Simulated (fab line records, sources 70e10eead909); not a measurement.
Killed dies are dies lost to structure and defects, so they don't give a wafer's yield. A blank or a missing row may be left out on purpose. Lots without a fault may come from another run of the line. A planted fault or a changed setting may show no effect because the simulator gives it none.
fab line records | flow nand_harc
record lots=12 wafers=33 last_day=34
route steps=1302 shown A_BLC@1119
lots that met no fault: from a run of the same line without faults
start_h: hours from the record's first day to the start of the lot's first wafer shown | wait_h: hours since the lot's step before | " the same as in the row above | L1.1+2: a row that stands for several wafers | - no value, or no start given | * or withheld: withheld | < > ~ a bound
route shown NAME@n: a module of which the file shows steps, and the number in the route of the first | usual: mean/standard deviation of fault-free wafers | same: alike in all rows | chamber/n: place in a boat | sites: the reading at each site | _std_site: their standard deviation | _edge_site: outer sites' mean less inner sites' | radius_mm: how far each site lies from the wafer's centre | mask NAME#n: copy n | behind: the tool/chamber that last shaped the wafer | hold: why the lot was held/for how many hours/how that ended | device: the transistor (n, p or np) that didn't switch | end of line: the same wafers' tests at the end of the route | a step without rows: its recipe alone | killed: dies lost to structure and defects at the first sort, not the wafer's yield | map: a wafer's dies, x killed, . not, _ none there
set.NAME: the setting as run; set.NAME@STEP: as run at that earlier step | model.NAME: the simulator's own value behind a step, which no gauge read
steps of the route over a sample of lots; a table a step, a row a wafer
services: from which hour (start_h, from the record's first day; less than 0 if before it) a tool's chamber was out of use, for how many hours, and why
## steps
# step NHARC_A_BLC_INSPECT_12
# usual raw_defect_count=88/39
# columns lot.wafer tool chamber start_h wait_h raw_defect_count
L684.2 defect_inspect-01 - 527.85 0.0 112
L684.5 " - " " 121
L684.6 " - " " 113
L687.1 defect_inspect-02 - 535.58 0.0 116
L687.4 " - " " 135
L687.5 " - " " 120
L685.1 defect_inspect-01 - 537.12 0.0 88
L685.2 " - " " 78
L685.5 " - " " 102
L686.1 defect_inspect-01 - 539.80 0.0 45
L686.3 " - " " 62
L686.4 " - " " 52
L692.2 defect_inspect-02 - 614.44 0.0 130
L692.6 " - " " 159
L693.2 defect_inspect-02 - 617.14 0.0 77
L693.6 " - " " 77
L694.1 defect_inspect-02 - 623.49 0.0 92
L694.2 " - " " 110
L701.1 defect_inspect-02 - 689.20 0.0 26
L701.3 " - " " 27
L701.6 " - " " 29
L700.1 defect_inspect-02 - 690.75 0.0 143
L700.3 " - " " 154
L700.5 " - " " 153
L703.1 defect_inspect-02 - 708.86 0.0 149
L703.4 " - " " 140
L703.6 " - " " 138
L704.1 defect_inspect-02 - 724.08 0.0 99
L704.3 " - " " 83
L704.4 " - " " 103
L707.2 defect_inspect-01 - 758.05 0.0 140
L707.4 " - " " 153
L707.5 " - " " 124
# step NHARC_A_BLC_DESCUM_15
# recipe time_s=3 o2_flow_sccm=200 ar_flow_sccm=0 bias_power_w=0 chemistry=O2
# usual drypump_motor_current_A=5.8/0.5 oes_product_au=0.996/0.01 rf_vpp_V=57.7/0.93 showerhead_plenum_p_Torr=1.90/0.1 throttle_valve_pct=11.311/0.0091
# columns lot.wafer tool chamber start_h wait_h drypump_motor_current_A oes_product_au rf_hours_counter_h rf_vpp_V showerhead_plenum_p_Torr throttle_valve_pct
L684.2 rie_diel-08 3 527.92 0.1 6.0 1.000 13 56.9 1.77 11.319
L684.6 " 2 " " 6.5 0.990 - 57.6 1.90 11.327
L684.5 " 3 " " 5.9 1.015 - 57.8 1.77 11.298
L687.4 rie_diel-08 1 535.65 0.1 4.9 1.011 12 58.8 2.03 11.310
L687.1 " 2 " " 6.5 0.994 11 57.4 1.90 11.315
L687.5 " 2 " " 6.5 0.994 - 55.7 1.90 11.302
L685.1 rie_diel-11 3 537.18 0.1 5.9 0.996 36 58.6 1.87 11.309
L685.2 " 0 " " 6.2 0.993 37 57.6 2.06 11.325
L685.5 " 3 " " 5.9 0.998 - 56.8 1.87 11.327
L686.3 rie_diel-08 1 539.86 0.1 4.9 1.001 13 58.1 2.03 11.299
L686.4 " 3 " " 6.0 1.000 14 56.6 1.77 11.320
L686.1 " 0 " " 5.7 1.007 14 58.5 2.01 11.306
L692.2 rie_diel-08 3 614.51 0.1 6.0 0.997 5 56.2 1.77 11.305
L692.6 " 3 " " 6.0 0.997 - 56.8 1.77 11.314
L693.2 rie_diel-08 0 617.20 0.1 5.7 1.013 6 59.4 2.00 11.326
L693.6 " 3 " " 6.0 0.993 - 57.7 1.77 11.304
L694.1 rie_diel-08 2 623.56 0.1 6.5 1.005 5 57.8 1.90 11.319
L694.2 " 0 " " 5.7 1.004 6 57.0 2.00 11.324
L701.1 rie_diel-08 0 689.26 0.1 5.6 0.993 13 58.0 2.00 11.305
L701.3 " 2 " " 6.5 0.997 13 57.9 1.89 11.316
L701.6 " 0 " " 5.7 1.002 - 56.7 2.00 11.307
L700.3 rie_diel-07 2 690.82 0.1 5.6 1.008 2 57.4 1.91 11.312
L700.1 " 1 " " 6.4 0.991 3 59.0 2.05 11.302
L700.5 " 2 " " 5.6 1.009 - 58.2 1.91 11.309
L703.4 rie_diel-08 3 708.93 0.1 6.0 0.996 15 56.8 1.77 11.326
L703.1 " 0 " " 5.7 1.005 14 57.4 2.00 11.309
L703.6 " 3 " " 6.0 0.991 - 57.9 1.77 11.303
L704.3 rie_diel-11 1 724.15 0.1 5.5 1.004 29 57.3 1.92 11.324
L704.4 " 2 " " 5.9 0.997 29 56.8 1.83 11.314
L704.1 " 3 " " 5.9 0.982 32 57.7 1.85 11.328
L707.4 rie_diel-08 2 758.11 0.1 6.5 1.006 2 56.9 1.89 11.310
L707.2 " 1 " " 4.9 0.996 2 58.5 2.02 11.309
L707.5 " 2 " " 6.4 1.000 - 57.7 1.89 11.297
# step NHARC_A_BLC_ETCH_17
# recipe target_depth_a=3900 over_etch_frac=0.25 time_s=609.38 ion_energy_ev=200 n2_flow_sccm=150 h2_flow_sccm=150 ar_flow_sccm=0 rf_w=400 bias_w=150 chemistry=N2/H2
# usual drypump_motor_current_A=5.8/0.5 oes_product_au=0.998/0.011 rf_vpp_V=430/3.3 run_length_s=630.6/0.41 showerhead_plenum_p_Torr=2.03/0.12 throttle_valve_pct=14.171/0.0085
# columns lot.wafer tool chamber start_h wait_h drypump_motor_current_A oes_product_au rf_hours_counter_h rf_vpp_V run_length_s showerhead_plenum_p_Torr throttle_valve_pct
L684.2 rie_diel-08 3 528.18 - 6.0 0.996 13 427 630.5 1.89 14.145
L684.6 " 1 " " 4.9 1.024 - 434 631.1 2.17 14.181
L684.5 " 2 " " 6.5 1.005 - 430 629.6 2.02 14.160
L687.1 rie_diel-08 0 535.87 - 5.7 1.009 13 435 630.3 2.14 14.170
L687.4 " 2 " " 6.5 0.994 11 431 629.6 2.02 14.165
L687.5 " 0 " " 5.7 1.005 - 433 630.2 2.14 14.170
L685.2 rie_diel-11 1 537.40 - 5.5 0.988 20 431 630.4 2.06 14.175
L685.1 " 2 " " 5.9 1.005 30 429 630.6 1.96 14.177
L685.5 " 1 " " 5.5 1.000 - 433 630.5 2.06 14.170
L686.3 rie_diel-08 0 540.08 - 5.7 1.005 14 434 630.4 2.14 14.177
L686.1 " 1 " " 4.9 1.005 13 434 631.2 2.17 14.169
L686.4 " 2 " " 6.5 0.995 13 430 629.9 2.02 14.166
L692.2 rie_diel-08 0 614.72 - 5.7 1.011 5 434 610.9 2.14 14.172
L692.6 " 0 " " 5.7 1.003 - 433 610.7 2.14 14.165
L693.2 rie_diel-08 0 617.37 - 5.7 1.023 6 433 611.1 2.14 14.180
L693.6 " 0 " " 5.7 1.010 - 432 611.2 2.14 14.181
L694.1 rie_diel-08 0 623.82 - 5.7 1.003 6 433 630.3 2.14 14.163
L694.2 " 1 " " 4.9 1.018 5 436 611.4 2.16 14.166
L701.1 rie_diel-08 2 689.44 - 6.5 0.995 13 430 630.1 2.02 14.178
L701.3 " 3 " " 6.0 0.988 13 426 630.9 1.88 14.176
L701.6 " 2 " " 6.5 0.999 - 430 629.8 2.02 14.179
L700.1 rie_diel-07 1 691.03 - 6.4 0.986 3 434 630.5 2.19 14.158
L700.3 " 3 " " 5.3 0.994 2 426 630.7 1.89 14.188
L700.5 " 1 " " 6.4 0.993 - 434 630.6 2.19 14.163
L703.4 rie_diel-08 0 709.10 - 5.7 1.010 15 433 630.5 2.13 14.172
L703.1 " 1 " " 4.9 1.007 12 435 630.8 2.16 14.168
L703.6 " 0 " " 5.7 0.998 - 434 630.4 2.13 14.169
L704.4 rie_diel-11 1 724.32 - 5.5 0.994 29 432 631.0 2.04 14.172
L704.1 " 2 " " 5.9 0.991 29 427 630.7 1.94 14.171
L704.3 " 3 " " 5.9 0.985 32 428 630.4 1.97 14.155
L707.4 rie_diel-08 1 758.29 - 4.9 1.013 2 433 631.0 2.16 14.185
L707.2 " 0 " " 5.7 1.024 2 434 630.4 2.13 14.168
L707.5 " 2 " " 6.5 1.016 - 430 630.0 2.02 14.174
# step NHARC_A_BLC_STRIP_29
# recipe cf4_flow_sccm=150 ar_flow_sccm=0 bias_w=0 chemistry=CF4
# usual drypump_motor_current_A=5.8/0.46 oes_product_au=0.999/0.0096 rf_vpp_V=59.4/0.94 showerhead_plenum_p_Torr=1.76/0.089 throttle_valve_pct=13.283/0.0092
# columns lot.wafer tool chamber start_h wait_h drypump_motor_current_A oes_product_au rf_hours_counter_h rf_vpp_V showerhead_plenum_p_Torr throttle_valve_pct
L684.2 rie_diel-08 2 528.96 0.1 6.5 1.008 11 59.6 1.76 13.285
L684.6 " 2 " " 6.5 1.008 - 60.8 1.76 13.293
L684.5 " 3 " " 5.9 1.007 - 57.6 1.65 13.285
L687.1 rie_diel-08 1 536.76 0.1 4.9 1.010 12 60.0 1.87 13.284
L687.4 " 3 " " 6.0 0.990 14 58.0 1.65 13.280
L687.5 " 1 " " 4.9 1.007 - 60.5 1.87 13.267
L685.1 rie_diel-08 3 538.25 0.1 6.0 0.987 14 57.0 1.65 13.277
L685.2 " 0 " " 5.8 1.005 14 60.0 1.85 13.293
L685.5 " 2 " " 6.5 0.995 - 59.2 1.76 13.289
L686.3 rie_diel-07 1 540.91 0.1 6.4 0.999 4 60.6 1.89 13.277
L686.1 " 3 " " 5.3 1.003 4 58.9 1.65 13.287
L686.4 " 0 " " 5.5 1.000 4 59.2 1.68 13.285
L692.2 rie_diel-07 1 615.57 0.1 6.4 1.000 7 59.2 1.89 13.296
L692.6 " 0 " " 5.4 0.984 - 60.4 1.68 13.288
L693.2 rie_diel-07 3 618.29 0.1 5.3 1.000 7 59.0 1.65 13.277
L693.6 " 0 " " 5.4 0.998 - 58.9 1.68 13.298
L694.1 rie_diel-07 0 624.61 0.1 5.4 0.989 7 58.6 1.68 13.279
L694.2 " 1 " " 6.4 1.008 8 59.4 1.89 13.285
L701.3 rie_diel-07 3 690.30 0.1 5.3 1.005 2 57.6 1.65 13.290
L701.1 " 1 " " 6.4 0.990 3 60.4 1.89 13.281
L701.6 " 0 " " 5.4 0.989 - 59.7 1.68 13.275
L700.3 rie_diel-07 2 691.85 0.1 5.7 0.991 3 59.3 1.77 13.270
L700.1 " 3 " " 5.3 0.996 3 59.3 1.65 13.285
L700.5 " 3 " " 5.3 0.997 - 59.0 1.65 13.294
L703.4 rie_diel-07 1 709.98 0.1 6.4 0.987 4 59.7 1.89 13.267
L703.1 " 3 " " 5.3 0.982 3 58.2 1.65 13.280
L703.6 " 1 " " 6.4 0.993 - 59.9 1.89 13.286
L704.3 rie_diel-11 0 725.20 0.1 6.2 0.983 26 61.2 1.88 13.287
L704.4 " 1 " " 5.4 1.008 30 59.4 1.77 13.287
L704.1 " 2 " " 6.0 0.991 30 61.0 1.69 13.288
L707.2 rie_diel-07 3 759.16 0.1 5.3 0.999 6 58.8 1.65 13.300
L707.4 " 2 " " 5.6 1.011 - 59.9 1.77 13.285
L707.5 " 3 " " 5.3 0.989 - 58.2 1.65 13.280
## services
# columns tool chamber start_h hours kind
rie_diel-08 2 504.78 13.1 repair
rie_diel-08 0 508.75 1.8 repair
rie_diel-11 1 513.47 17.3 repair
rie_diel-07 2 515.16 6.4 repair
rie_diel-08 0 524.08 - clean
rie_diel-08 1 524.08 - clean
rie_diel-08 2 524.08 - clean
rie_diel-08 3 524.08 - clean
rie_diel-08 - 545.07 9.0 pm
rie_diel-08 0 545.07 9.0 vent_cycle
rie_diel-08 1 545.07 9.0 vent_cycle
rie_diel-07 2 571.77 4.2 repair
rie_diel-08 1 580.77 6.0 repair
rie_diel-11 - 612.78 9.0 pm
rie_diel-07 1 618.74 2.8 repair
rie_diel-07 2 622.33 3.4 repair
rie_diel-08 - 637.72 0.4 repair
rie_diel-11 0 642.34 14.4 repair
rie_diel-07 - 648.21 9.0 pm
rie_diel-08 1 664.26 9.4 repair
rie_diel-11 0 668.04 4.4 repair
rie_diel-11 - 693.84 0.5 repair
rie_diel-08 - 722.07 9.0 pm
rie_diel-07 0 756.97 5.3 repair
## key
first_sign step=NHARC_A_BLC_ETCH_17 reading=run_length_s direction=down sigmas=48 usual=* struck=*
effect none on later readings
met_at NHARC_A_BLC_ETCH_17
struck_lots L692,L693,L694
struck_wafers L692.2,L692.6,L693.2,L693.6,L694.2
tester_left_out L692,L693,L694
not_acting_at NHARC_A_BLC_INSPECT_12,NHARC_A_BLC_DESCUM_15,NHARC_A_BLC_STRIP_29
onset_between 540.08 614.72
fault kind=process_parameter_drift tool=rie_diel-08 chamber=- onset_h=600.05 steps=NHARC_A_BLC_ETCH_17 channel=time_s offset=* shape=step end_h=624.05 scope=struck_wafers_only acts_in=* stated=*
# tester_left_out: of these lots the tester's yield and bins aren't shown, on N5 and GAA mostly nor the transistor test; their killed dies are dies lost to structure and defects alone, not to doping, threshold or leakage, so they don't give the yield
